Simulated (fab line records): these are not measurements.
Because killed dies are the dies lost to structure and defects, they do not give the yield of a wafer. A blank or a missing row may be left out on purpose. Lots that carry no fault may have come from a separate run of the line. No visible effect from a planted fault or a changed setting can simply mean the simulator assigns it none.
Chamber matching | flow nand harc | 3 sister chambers for NHARC_A_STAIRCASE_DEP_151 on pecvd-03
The step deposits SiO2, target thk 3800 nm. 14 wafers are shown with their chamber, then 7 later ones without.

WAFERS WITH THEIR CHAMBER
wafer  | chamber | heater power w (W)
L732.2 | 1       | 628
L732.3 | 0       | 704
L732.6 | 0       | 593
L736.2 | 1       | 670
L736.5 | 2       | 843
L736.6 | 0       | 513
L745.1 | 0       | 645
L745.2 | 2       | 1033
L745.6 | 1       | 548
L748.2 | 1       | 693
L748.3 | 2       | 881
L748.6 | 1       | 578
L749.2 | 1       | 612
L749.3 | 0       | 582

SIGNATURES (means of the wafers above)
reading        | chamber 0 | chamber 1 | chamber 2 | scatter within a chamber
heater power w | 607.40    | 621.50    | 919.00    | 71.1
Rule: a wafer's distance from a chamber is the root of the sum, over the readings, of the square of ((its reading less the chamber's mean) divided by the reading's scatter). The wafer belongs to the nearest chamber; if the next one is less than 2 further off, it can't be placed. The scatter: the root of (the sum of the squares of (reading less its chamber's mean) over the shown wafers, divided by (wafers less chambers)).

WAFERS MISSING THEIR CHAMBER
wafer  | heater power w (W)
L749.5 | 521
L752.3 | 699
L752.5 | 536
L752.6 | 837
L753.2 | 643
L753.5 | 557
L753.6 | 863

CHAMBER TAKEN BY EACH
wafer  | from the rows above     | in truth
L749.5 | can't be placed: 0 or 1 | 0
L752.3 | can't be placed: 1 or 0 | 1
L752.5 | can't be placed: 0 or 1 | 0
L752.6 | can't be placed: 2 or 1 | 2
L753.2 | can't be placed: 1 or 0 | 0
L753.5 | can't be placed: 0 or 1 | 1
L753.6 | 2                       | 2
Correctly placed: 1 of 7. Unplaceable from these rows: 6, with the true chamber sitting among the candidates in 6. 0 placed wrongly.
